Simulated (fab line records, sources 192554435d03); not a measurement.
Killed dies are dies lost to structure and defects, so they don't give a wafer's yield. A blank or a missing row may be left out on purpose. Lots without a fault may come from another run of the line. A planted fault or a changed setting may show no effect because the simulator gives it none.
A struck lot beside a sound one | flow n5_finfet | 14 steps out of a route of 1938
Sound: wafers L281.2, L281.5, L281.6. Struck: wafers L291.3, L291.6. (L291.1 of the same lot was not struck and is left out.) The cause comes at the end.
At each step with rows: each side's tool, then ch and its chambers, then its first start. Under that, the readings that differ: sound wafers | struck wafers | difference of the means | sigmas: that difference in standard deviations of wafers without a fault.
alike: readings whose means differ by less than 2 such deviations, and words and numbers that are the same on both sides. not compared: withheld readings, readings that some wafer has no value for, bounds like >300 that may hide the same value, and numbers for which the record gives no deviation and whose values overlap.
The two part at a step that has a row with sigmas, a row that says differs or no value, or rows on one side only. Numbers that don't overlap but have no deviation are shown without sigmas and don't part them. A reading that every wafer of one side lacks parts them only if that side has two wafers or more.

first, 3 steps without rows for these wafers: N5_BEOL_M13_PRECLEAN_39 (cleans in residue remover, time 60 s); N5_BEOL_M13_SRD_40 (time 30 s, dry time 30 s); N5_BEOL_M13_DEGAS_41 (time 60 s).
N5_BEOL_M13_PRE_CLEAN_42: time 30 s.
  sound on pvd_sputter-02, day 13 01:55; struck on pvd_sputter-03, day 15 12:01
  alike: heater_power_w
N5_BEOL_M13_SPUTTER_43: material TaN, target thk 15 nm, time 24.19 s.
  sound on pvd_sputter-02, day 13 01:58; struck on pvd_sputter-03, day 15 12:03
  alike: throttle_valve_pct
then, 1 step without rows for these wafers: N5_BEOL_M13_SPUTTER_44 (material Ta, target thk 10 nm, time 16.13 s).
N5_BEOL_M13_SPUTTER_45: material Cu, target thk 80 nm, time 13.33 s.
  sound on pvd_sputter-02, day 13 02:07; struck on pvd_sputter-03, day 15 12:13
  alike: throttle_valve_pct
then, 1 step without rows for these wafers: N5_BEOL_M13_ECD_47 (material Cu, target thk 936 nm).
N5_BEOL_M13_ANNEAL_48: time 90 s.
  sound on rtp_anneal-01 ch 0, day 13 02:27; struck on rtp_anneal-02 ch 0, day 15 12:29
  alike: wafer_temp_C_max
N5_BEOL_M13_CMP_49: polishes, stops on SiOC, t overpolish 17.1 s, target thk 420 nm.
  sound on cmp-04 ch 0,1,2, day 13 02:46; struck on cmp-02 ch 2,3, day 15 12:50
  alike: barrier_field_endpoint_s, head_pressure_psi, motor_current_A, overpolish_run_s
N5_BEOL_M13_THK_MEAS_50: measures by xrf.
  sound on film_metro-02, day 13 02:59; struck on film_metro-02, day 15 13:05
  alike: M13_THK
then, 1 step without rows for these wafers: N5_BEOL_M13_PRE_CLEAN_52 (time 15 s).
N5_BEOL_M13_DEP_53: deposits SiCN from 3MS/NH3, target thk 50 nm, time 17.8 s.
  sound on pecvd-04 ch 0,1,2, day 13 03:04; struck on pecvd-04 ch 0,2, day 15 13:09
  alike: showerhead_plenum_p_Torr, throttle_valve_pct
  not compared: model.SiCN_of_BEOL_M13_DEP_53.thk_nm
N5_BEOL_M13_RS_MEAS_54: measures by four-point-probe.
  sound on film_metro-01, day 13 03:07; struck on film_metro-01, day 15 13:13
  alike: M13_RS

WHERE THEY PART
Nowhere in this record.

WHY: what the simulator had put in
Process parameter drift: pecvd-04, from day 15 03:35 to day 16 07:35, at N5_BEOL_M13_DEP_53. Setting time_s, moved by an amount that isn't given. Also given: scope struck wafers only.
